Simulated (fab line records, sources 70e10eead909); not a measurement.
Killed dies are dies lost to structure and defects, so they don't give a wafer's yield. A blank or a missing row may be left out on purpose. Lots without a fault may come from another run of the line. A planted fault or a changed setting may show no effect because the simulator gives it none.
fab line records | flow nand_harc
record lots=24 wafers=72 last_day=25
route steps=1159 shown A_CONTACT@906 A_M0@1004
lots that met no fault: from a run of the same line without faults
start_h: hours from the record's first day to the start of the lot's first wafer shown | wait_h: hours since the lot's step before | " the same as in the row above | L1.1+2: a row that stands for several wafers | - no value, or no start given | * or withheld: withheld | < > ~ a bound
route shown NAME@n: a module of which the file shows steps, and the number in the route of the first | usual: mean/standard deviation of fault-free wafers | same: alike in all rows | chamber/n: place in a boat | sites: the reading at each site | _std_site: their standard deviation | _edge_site: outer sites' mean less inner sites' | radius_mm: how far each site lies from the wafer's centre | mask NAME#n: copy n | behind: the tool/chamber that last shaped the wafer | hold: why the lot was held/for how many hours/how that ended | device: the transistor (n, p or np) that didn't switch | end of line: the same wafers' tests at the end of the route | a step without rows: its recipe alone | killed: dies lost to structure and defects at the first sort, not the wafer's yield | map: a wafer's dies, x killed, . not, _ none there
set.NAME: the setting as run; set.NAME@STEP: as run at that earlier step | model.NAME: the simulator's own value behind a step, which no gauge read
steps of the route over a sample of lots; a table a step, a row a wafer
services: from which hour (start_h, from the record's first day; less than 0 if before it) a tool's chamber was out of use, for how many hours, and why
## steps
# step NHARC_A_CONTACT_ETCH_126
# recipe source_w=withheld pressure_mtorr=20 bias_v=1200 time_s=155 target_depth_a=9560 ar_flow_sccm=withheld c4f8_flow_sccm=withheld o2_flow_sccm=withheld chemistry=C4F8/O2/Ar
# columns lot.wafer tool chamber start_h wait_h rf_hours_counter_h
L075.2 har_cap_etch-03 0 370.91 0.1 81
L075.4 " 1 " " -
L075.3 " 0 " " -
L074.1 har_cap_etch-02 0 371.53 0.1 11
L074.6 " 1 " " -
L074.5 " 0 " " -
L077.4 har_cap_etch-03 0 382.07 0.1 -
L077.3 " 1 " " -
L077.6 " 0 " " -
L076.3 har_cap_etch-02 0 384.33 0.1 -
L076.4 " 1 " " -
L076.5 " 0 " " -
L079.4 har_cap_etch-03 1 399.78 0.1 -
L079.6 " 1 " " -
L079.5 " 0 " " -
L080.2 har_cap_etch-01 1 403.41 0.1 63
L080.6 " 1 " " -
L080.5 " 0 " " -
L081.1 har_cap_etch-01 0 408.63 0.1 64
L081.4 " 1 " " -
L081.3 " 0 " " -
L078.2 har_cap_etch-01 1 415.04 0.1 65
L078.6 " 0 " " -
L078.5 " 1 " " -
L083.1 har_cap_etch-02 1 419.97 0.1 19
L083.4 " 1 " " -
L083.6 " 1 " " -
L082.2 har_cap_etch-03 1 435.46 0.1 90
L082.6 " 0 " " -
L082.5 " 1 " " -
L084.4 har_cap_etch-02 0 435.76 0.1 -
L084.5 " 1 " " -
L084.6 " 0 " " -
L088.1 har_cap_etch-02 0 448.89 0.1 24
L088.5 " 0 " " -
L088.6 " 1 " " -
L086.1 har_cap_etch-01 0 450.65 0.1 71
L086.2 " 1 " " 71
L086.3 " 0 " " -
L085.2 har_cap_etch-03 0 453.35 0.1 94
L085.3 " 1 " " -
L085.5 " 0 " " -
L087.1 har_cap_etch-02 1 454.51 0.1 25
L087.4 " 0 " " -
L087.5 " 1 " " -
L090.3 har_cap_etch-02 0 465.35 0.1 -
L090.5 " 1 " " -
L090.6 " 0 " " -
L089.1 har_cap_etch-03 0 466.34 0.1 97
L089.2 " 1 " " 97
L089.5 " 0 " " -
L093.3 har_cap_etch-02 1 478.66 0.1 -
L093.4 " 0 " " -
L093.6 " 1 " " -
L092.2 har_cap_etch-03 1 483.48 0.1 99
L092.3 " 0 " " -
L092.6 " 0 " " -
L091.1 har_cap_etch-01 0 487.04 0.1 77
L091.4 " 1 " " -
L091.6 " 0 " " -
L094.1 har_cap_etch-03 1 501.50 0.1 101
L094.3 " 0 " " -
L094.4 " 1 " " -
L096.2 har_cap_etch-02 1 510.98 0.1 34
L096.1 " 0 " " 34
L096.5 " 0 " " -
L095.2 har_cap_etch-01 1 511.38 0.1 81
L095.4 " 1 " " -
L095.5 " 0 " " -
L097.2 har_cap_etch-03 1 524.01 0.1 105
L097.3 " 0 " " -
L097.5 " 0 " " -
# step NHARC_A_CONTACT_ETCH_127
# recipe source_w=withheld pressure_mtorr=20 bias_v=1200 time_s=155 target_depth_a=9560 ar_flow_sccm=withheld c4f8_flow_sccm=withheld o2_flow_sccm=withheld chemistry=C4F8/O2/Ar
# columns lot.wafer tool chamber start_h wait_h rf_hours_counter_h
L075.2 har_cap_etch-03 0 371.05 0.1 81
L075.4 " 1 " " -
L075.3 " 0 " " -
L074.1 har_cap_etch-02 0 371.68 0.1 11
L074.6 " 1 " " -
L074.5 " 0 " " -
L077.4 har_cap_etch-03 0 382.21 0.1 -
L077.3 " 1 " " -
L077.6 " 0 " " -
L076.3 har_cap_etch-02 0 384.47 0.1 -
L076.4 " 1 " " -
L076.5 " 0 " " -
L079.4 har_cap_etch-03 1 399.92 0.1 -
L079.6 " 1 " " -
L079.5 " 0 " " -
L080.2 har_cap_etch-01 1 403.55 0.1 63
L080.6 " 1 " " -
L080.5 " 0 " " -
L081.1 har_cap_etch-01 0 408.77 0.1 64
L081.4 " 1 " " -
L081.3 " 0 " " -
L078.2 har_cap_etch-01 1 415.18 0.1 66
L078.6 " 0 " " -
L078.5 " 1 " " -
L083.1 har_cap_etch-02 1 420.11 0.1 19
L083.4 " 1 " " -
L083.6 " 1 " " -
L082.2 har_cap_etch-03 1 435.60 0.1 90
L082.6 " 0 " " -
L082.5 " 1 " " -
L084.4 har_cap_etch-02 0 435.90 0.1 -
L084.5 " 1 " " -
L084.6 " 0 " " -
L088.1 har_cap_etch-02 0 449.04 0.1 24
L088.5 " 0 " " -
L088.6 " 1 " " -
L086.1 har_cap_etch-01 0 450.79 0.1 71
L086.2 " 1 " " 71
L086.3 " 0 " " -
L085.2 har_cap_etch-03 0 453.49 0.1 94
L085.3 " 1 " " -
L085.5 " 0 " " -
L087.1 har_cap_etch-02 1 454.65 0.1 25
L087.4 " 0 " " -
L087.5 " 1 " " -
L090.3 har_cap_etch-02 0 465.49 0.1 -
L090.5 " 1 " " -
L090.6 " 0 " " -
L089.1 har_cap_etch-03 0 466.48 0.1 97
L089.2 " 1 " " 97
L089.5 " 0 " " -
L093.3 har_cap_etch-02 1 478.81 0.1 -
L093.4 " 0 " " -
L093.6 " 1 " " -
L092.2 har_cap_etch-03 1 483.62 0.1 100
L092.3 " 0 " " -
L092.6 " 0 " " -
L091.1 har_cap_etch-01 0 487.18 0.1 78
L091.4 " 1 " " -
L091.6 " 0 " " -
L094.1 har_cap_etch-03 1 501.64 0.1 102
L094.3 " 0 " " -
L094.4 " 1 " " -
L096.2 har_cap_etch-02 1 511.12 0.1 34
L096.1 " 0 " " 34
L096.5 " 0 " " -
L095.2 har_cap_etch-01 1 511.52 0.1 81
L095.4 " 1 " " -
L095.5 " 0 " " -
L097.2 har_cap_etch-03 1 524.16 0.1 106
L097.3 " 0 " " -
L097.5 " 0 " " -
# step NHARC_A_CONTACT_ETCH_133
# recipe source_w=withheld pressure_mtorr=20 bias_v=400 time_s=195 target_depth_a=8400 ar_flow_sccm=withheld c4f8_flow_sccm=11.5 o2_flow_sccm=7.2 chemistry=C4F8/O2/Ar
# columns lot.wafer tool chamber start_h wait_h rf_hours_counter_h
L075.2 har_cap_etch-03 0 371.93 0.1 82
L075.4 " 1 " " -
L075.3 " 0 " " -
L074.1 har_cap_etch-02 0 372.55 0.1 11
L074.6 " 1 " " -
L074.5 " 0 " " -
L077.4 har_cap_etch-03 0 383.10 0.2 -
L077.3 " 1 " " -
L077.6 " 0 " " -
L076.3 har_cap_etch-02 0 385.37 0.2 -
L076.4 " 1 " " -
L076.5 " 0 " " -
L079.4 har_cap_etch-03 1 400.82 0.2 -
L079.6 " 1 " " -
L079.5 " 0 " " -
L080.2 har_cap_etch-01 1 404.41 0.1 64
L080.6 " 1 " " -
L080.5 " 0 " " -
L081.1 har_cap_etch-01 0 409.64 0.1 65
L081.4 " 1 " " -
L081.3 " 0 " " -
L078.2 har_cap_etch-01 1 416.06 0.1 66
L078.6 " 0 " " -
L078.5 " 1 " " -
L083.1 har_cap_etch-02 1 420.98 0.1 20
L083.4 " 1 " " -
L083.6 " 1 " " -
L082.2 har_cap_etch-03 1 436.47 0.1 91
L082.6 " 0 " " -
L082.5 " 1 " " -
L084.4 har_cap_etch-02 0 436.82 0.2 -
L084.5 " 1 " " -
L084.6 " 0 " " -
L088.1 har_cap_etch-02 0 449.89 0.1 25
L088.5 " 0 " " -
L088.6 " 1 " " -
L086.1 har_cap_etch-01 0 451.65 0.1 72
L086.2 " 1 " " 72
L086.3 " 0 " " -
L085.2 har_cap_etch-03 0 454.36 0.1 95
L085.3 " 1 " " -
L085.5 " 0 " " -
L087.1 har_cap_etch-02 1 455.50 0.1 26
L087.4 " 0 " " -
L087.5 " 1 " " -
L090.3 har_cap_etch-02 0 466.42 0.2 -
L090.5 " 1 " " -
L090.6 " 0 " " -
L089.1 har_cap_etch-03 0 467.33 0.1 98
L089.2 " 1 " " 98
L089.5 " 0 " " -
L093.3 har_cap_etch-02 1 479.70 0.2 -
L093.4 " 0 " " -
L093.6 " 1 " " -
L092.2 har_cap_etch-03 1 484.49 0.1 100
L092.3 " 0 " " -
L092.6 " 0 " " -
L091.1 har_cap_etch-01 0 488.05 0.1 78
L091.4 " 1 " " -
L091.6 " 0 " " -
L094.1 har_cap_etch-03 1 502.52 0.1 102
L094.3 " 0 " " -
L094.4 " 1 " " -
L096.2 har_cap_etch-02 1 511.97 0.1 35
L096.1 " 0 " " 35
L096.5 " 0 " " -
L095.2 har_cap_etch-01 1 512.39 0.1 82
L095.4 " 1 " " -
L095.5 " 0 " " -
L097.2 har_cap_etch-03 1 525.03 0.1 106
L097.3 " 0 " " -
L097.5 " 0 " " -
# step NHARC_A_M0_CD_MEAS_09
# recipe target_cd_nm=80 landing_energy_ev=500
# usual cd_nm=79.8/0.72
# columns lot.wafer tool chamber start_h wait_h cd_nm
L075.2 cd_sem-01 0 395.47 - 79.9
L075.3 " 0 " " 80.0
L075.4 " 0 " " 79.4
L074.1 cd_sem-03 0 398.79 - 80.3
L074.5 " 0 " " 80.1
L074.6 " 0 " " 80.3
L077.3 cd_sem-03 0 404.65 - 79.8
L077.4 " 0 " " 80.5
L077.6 " 0 " " 80.7
L076.3 cd_sem-03 0 406.87 - 80.7
L076.4 " 0 " " 80.6
L076.5 " 0 " " 80.2
L079.4 cd_sem-02 0 418.66 - 79.2
L079.5 " 0 " " 78.8
L079.6 " 0 " " 78.7
L080.2 cd_sem-03 0 424.33 - 81.6
L080.5 " 0 " " 80.2
L080.6 " 0 " " 79.8
L081.1 cd_sem-02 0 427.60 - 80.2
L081.3 " 0 " " 80.4
L081.4 " 0 " " 79.2
L078.2 cd_sem-02 0 432.94 - 80.8
L078.5 " 0 " " 80.9
L078.6 " 0 " " 80.8
L083.1 cd_sem-03 0 441.66 - 78.7
L083.4 " 0 " " 78.6
L083.6 " 0 " " 79.4
L082.2 cd_sem-01 0 453.13 - 79.6
L082.5 " 0 " " 79.7
L082.6 " 0 " " 80.4
L084.4 cd_sem-03 0 453.61 - 78.7
L084.5 " 0 " " 78.8
L084.6 " 0 " " 78.6
L088.1 cd_sem-02 0 467.72 - 79.1
L088.5 " 0 " " 80.0
L088.6 " 0 " " 79.5
L086.1 cd_sem-03 0 474.38 - 78.6
L086.2 " 0 " " 79.3
L086.3 " 0 " " 79.9
L085.2 cd_sem-03 0 475.02 - 80.1
L085.3 " 0 " " 79.8
L085.5 " 0 " " 80.3
L087.1 cd_sem-02 0 475.33 - 79.3
L087.4 " 0 " " 79.8
L087.5 " 0 " " 79.8
L090.3 cd_sem-03 0 480.38 - 80.0
L090.5 " 0 " " 80.5
L090.6 " 0 " " 81.6
L089.1 cd_sem-03 0 493.13 - 80.7
L089.2 " 0 " " 80.6
L089.5 " 0 " " 80.1
L093.3 cd_sem-02 0 505.29 - 78.9
L093.4 " 0 " " 80.4
L093.6 " 0 " " 79.6
L092.2 cd_sem-03 0 510.35 - 79.2
L092.3 " 0 " " 78.6
L092.6 " 0 " " 79.3
L091.1 cd_sem-02 0 511.05 - 80.8
L091.4 " 0 " " 81.0
L091.6 " 0 " " 80.8
L094.1 cd_sem-03 0 523.69 - 79.7
L094.3 " 0 " " 79.5
L094.4 " 0 " " 79.5
L096.1 cd_sem-02 0 531.66 - 79.4
L096.2 " 0 " " 79.9
L096.5 " 0 " " 81.0
L095.2 cd_sem-01 0 541.64 - 79.5
L095.4 " 0 " " 79.4
L095.5 " 0 " " 80.3
L097.2 cd_sem-02 0 551.58 - 79.3
L097.3 " 0 " " 79.4
L097.5 " 0 " " 79.1
# step NHARC_A_M0_DEGAS_28
# recipe temp_c=250 time_s=60
# usual heater_power_w=340/51
# columns lot.wafer tool chamber start_h wait_h heater_power_w
L075.2 pvd_sputter-01 - 396.58 - 344
L075.4 " - " " 335
L075.3 " - " " 329
L074.1 pvd_sputter-03 - 399.96 - 383
L074.6 " - " " 344
L074.5 " - " " 373
L077.4 pvd_sputter-02 - 405.75 - 274
L077.3 " - " " 299
L077.6 " - " " 265
L076.4 pvd_sputter-03 - 407.97 - 350
L076.3 " - " " 298
L076.5 " - " " 375
L079.4 pvd_sputter-03 - 419.77 - 297
L079.5 " - " " 332
L079.6 " - " " 341
L080.2 pvd_sputter-03 - 425.44 - 297
L080.6 " - " " 298
L080.5 " - " " 325
L081.4 pvd_sputter-02 - 428.70 - 315
L081.1 " - " " 379
L081.3 " - " " 287
L078.2 pvd_sputter-02 - 434.03 - 273
L078.6 " - " " 268
L078.5 " - " " 316
L083.1 pvd_sputter-03 - 442.78 - 328
L083.4 " - " " 349
L083.6 " - " " 380
L082.2 pvd_sputter-01 - 454.33 - 321
L082.6 " - " " 327
L082.5 " - " " 329
L084.4 pvd_sputter-03 - 454.78 - 379
L084.6 " - " " 325
L084.5 " - " " 349
L088.1 pvd_sputter-03 - 468.83 - 322
L088.5 " - " " 292
L088.6 " - " " 320
L086.1 pvd_sputter-01 - 475.50 - 353
L086.3 " - " " 316
L086.2 " - " " 497
L085.2 pvd_sputter-01 - 476.15 - 336
L085.3 " - " " 328
L085.5 " - " " 490
L087.1 pvd_sputter-01 - 477.07 - 325
L087.4 " - " " 327
L087.5 " - " " 354
L090.3 pvd_sputter-02 - 481.49 - 305
L090.5 " - " " 302
L090.6 " - " " 276
L089.1 pvd_sputter-01 - 494.23 - 499
L089.2 " - " " 365
L089.5 " - " " 493
L093.4 pvd_sputter-03 - 506.41 - 390
L093.3 " - " " 290
L093.6 " - " " 319
L092.2 pvd_sputter-02 - 511.47 - 372
L092.3 " - " " 300
L092.6 " - " " 269
L091.4 pvd_sputter-03 - 512.15 - 364
L091.1 " - " " 384
L091.6 " - " " 350
L094.1 pvd_sputter-03 - 524.85 - 291
L094.3 " - " " 318
L094.4 " - " " 391
L096.2 pvd_sputter-01 - 532.77 - 326
L096.1 " - " " 454
L096.5 " - " " 332
L095.2 pvd_sputter-03 - 542.79 - 386
L095.4 " - " " 313
L095.5 " - " " 285
L097.2 pvd_sputter-01 - 552.72 - 352
L097.3 " - " " 335
L097.5 " - " " 343
# step NHARC_A_M0_DEP_32
# recipe target_thk_a=300 temp_c=370 target_thk_nm=30 pressure_torr=3 flow_sccm=200 rf_w=450 material=SiCN
# usual heater_power_w=566/84
# columns lot.wafer tool chamber start_h wait_h heater_power_w
L075.2 pecvd-01 2 398.41 0.1 612
L075.3 " 0 " " 402
L075.4 " 2 " " 627
L074.1 pecvd-01 0 401.70 0.1 458
L074.5 " 2 " " 559
L074.6 " 0 " " 466
L077.3 pecvd-04 2 407.52 0.1 489
L077.6 " 2 " " 492
L077.4 " 0 " " 556
L076.3 pecvd-02 0 409.74 0.1 478
L076.5 " 2 " " 738
L076.4 " 0 " " 483
L079.6 pecvd-02 2 422.65 0.2 781
L079.4 " 0 " " 508
L079.5 " 1 " " 631
L080.2 pecvd-02 2 427.25 0.1 716
L080.5 " 0 " " 489
L080.6 " 1 " " 598
L081.3 pecvd-04 1 430.40 0.1 597
L081.1 " 2 " " 522
L081.4 " 2 " " 512
L078.2 pecvd-02 1 436.05 0.1 641
L078.5 " 0 " " 497
L078.6 " 1 " " 642
L083.1 pecvd-04 2 444.47 0.1 466
L083.6 " 2 " " 454
L083.4 " 1 " " 594
L082.2 pecvd-04 0 456.04 0.1 568
L082.6 " 0 " " 600
L082.5 " 2 " " 472
L084.5 pecvd-02 0 457.48 0.2 480
L084.6 " 1 " " 535
L084.4 " 2 " " 795
L088.1 pecvd-02 1 470.61 0.1 642
L088.6 " 2 " " 751
L088.5 " 1 " " 636
L086.3 pecvd-01 0 478.00 0.3 437
L086.1 " 1 " " 556
L086.2 " 2 " " 587
L085.3 pecvd-04 1 478.10 0.1 584
L085.2 " 2 " " 470
L085.5 " 1 " " 566
L087.1 pecvd-04 0 478.81 0.1 587
L087.5 " 0 " " 596
L087.4 " 1 " " 610
L090.3 pecvd-04 1 483.50 0.1 523
L090.6 " 1 " " 531
L090.5 " 2 " " 507
L089.1 pecvd-01 2 495.94 0.1 593
L089.2 " 0 " " 457
L089.5 " 2 " " 613
L093.3 pecvd-04 2 508.19 0.1 418
L093.6 " 0 " " 501
L093.4 " 1 " " 620
L092.2 pecvd-01 1 513.43 0.1 620
L092.3 " 0 " " 494
L092.6 " 0 " " 484
L091.1 pecvd-01 0 513.98 0.1 445
L091.4 " 1 " " 625
L091.6 " 0 " " 457
L094.1 pecvd-01 2 526.72 0.1 607
L094.3 " 0 " " 524
L094.4 " 2 " " 598
L096.2 pecvd-01 2 535.07 0.1 610
L096.1 " 0 " " 490
L096.5 " 0 " " 504
L095.2 pecvd-02 1 544.57 0.1 606
L095.5 " 2 " " 678
L095.4 " 0 " " 507
L097.2 pecvd-01 2 554.44 0.1 529
L097.3 " 1 " " 631
L097.5 " 2 " " 531
## services
# columns tool chamber start_h hours kind
pecvd-04 - 376.48 13.0 pm
pvd_sputter-02 - 392.00 10.0 pm
pecvd-01 - 398.70 2.1 repair
har_cap_etch-02 - 408.66 1.6 repair
pecvd-01 - 411.71 0.6 repair
pecvd-01 - 418.51 13.0 pm
pecvd-01 0 418.51 13.0 vent_cycle
pecvd-01 1 418.51 13.0 vent_cycle
pecvd-04 - 448.19 0.5 repair
pecvd-01 - 452.34 6.1 repair
pvd_sputter-01 - 464.32 6.8 repair
pvd_sputter-03 - 469.78 10.0 pm
pecvd-01 - 488.28 0.4 repair
pvd_sputter-03 - 492.24 10.0 repair
pvd_sputter-03 - 508.54 2.2 repair
pecvd-04 - 509.84 1.3 repair
pvd_sputter-01 - 514.00 10.0 pm
pecvd-02 - 515.26 13.0 pm
pvd_sputter-02 - 516.52 2.5 repair
pecvd-01 1 530.41 19.3 repair
pvd_sputter-03 - 535.15 3.3 repair
har_cap_etch-03 - 545.00 17.0 pm
har_cap_etch-03 0 545.00 17.0 vent_cycle
har_cap_etch-03 1 545.00 17.0 vent_cycle
## key
fault none
